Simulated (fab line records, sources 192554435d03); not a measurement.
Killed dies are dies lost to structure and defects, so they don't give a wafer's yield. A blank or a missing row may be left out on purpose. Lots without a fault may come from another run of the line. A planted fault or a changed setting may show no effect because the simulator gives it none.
One fault seen from 3 desks | flow n5_finfet | each desk has only its own numbers; what lay behind them comes last

THE DEFECT DESK
What the inspections along the route counted, lot by lot: means of the sampled wafers that have a number. A lot is out of limits, marked OUT, if its mean lies more than 4 standard deviations from the usual mean; the brackets give that distance.
Columns: A = raw_defect_count at N5_BEOL_M9_INSPECT_13, usual 404
lot  | first seen here | A
L706 | day 9 19:09     | 332
L712 | day 11 19:30    | 422
L719 | day 13 11:13    | 455
L717 | day 13 11:31    | 400
L720 | day 14 05:37    | 362
L729 | day 16 09:50    | 525
L726 | day 16 11:16    | 486
This desk's finding: nothing out of limits on any of the 7 lots.

THE METROLOGY DESK
What the gauges read, lot by lot, whatever tool the lot ran on: means of the sampled wafers that have a number. A lot is out of limits, marked OUT, if its mean lies more than 4 standard deviations from the usual mean; the brackets give that distance.
Columns: A = cd_nm at N5_BEOL_M9_CD_MEAS_11, usual 63.9 nm; B = M9_OVL at N5_BEOL_M9_OVL_MEAS_12, usual 0.2 nm
lot  | first seen here | A    | B
L706 | day 9 19:06     | 63.1 | 0.1
L712 | day 11 19:27    | 63.2 | -0.7
L719 | day 13 11:10    | 64.9 | -0.7
L717 | day 13 11:27    | 64.3 | 1.4
L720 | day 14 05:33    | 64.0 | -0.4
L729 | day 16 09:46    | 64.0 | 0.1
L726 | day 16 11:13    | 64.6 | -1.1
This desk's finding: nothing out of limits on any of the 7 lots.

THE TOOL OWNER'S DESK: rie_diel-03
The tool's own readings at N5_BEOL_M9_DESCUM_16 (chemistry O2, time 7.9 s): means of the sampled wafers that have a number, for each lot that ran on this tool. A lot is out of limits, marked OUT, if its mean lies more than 4 standard deviations from the usual mean; the brackets give that distance.
Columns: A = drypump_motor_current_A at N5_BEOL_M9_DESCUM_16, usual 5.76 A; B = oes_product_au at N5_BEOL_M9_DESCUM_16, usual 0.78 a.u.; C = rf_vpp_V at N5_BEOL_M9_DESCUM_16, usual 243.2 V; D = showerhead_plenum_p_Torr at N5_BEOL_M9_DESCUM_16, usual 2.10 Torr; E = throttle_valve_pct at N5_BEOL_M9_DESCUM_16, usual 20.38 %
lot  | first seen here | A    | B    | C     | D    | E
L712 | day 11 19:32    | 5.54 | 0.81 | 242.6 | 2.08 | 20.38
L719 | day 13 11:19    | 5.72 | 0.83 | 244.5 | 2.20 | 20.11
L717 | day 13 11:34    | 5.49 | 0.80 | 242.2 | 2.05 | 20.51
L720 | day 14 05:53    | 5.53 | 0.80 | 242.6 | 2.07 | 20.48
This desk's finding: nothing out of limits on any of the 4 lots.

PUT TOGETHER
The defect desk saw nothing out of limits.
The metrology desk saw nothing out of limits.
The tool owner's desk saw nothing out of limits.

WHAT THE SIMULATOR HAD PUT IN
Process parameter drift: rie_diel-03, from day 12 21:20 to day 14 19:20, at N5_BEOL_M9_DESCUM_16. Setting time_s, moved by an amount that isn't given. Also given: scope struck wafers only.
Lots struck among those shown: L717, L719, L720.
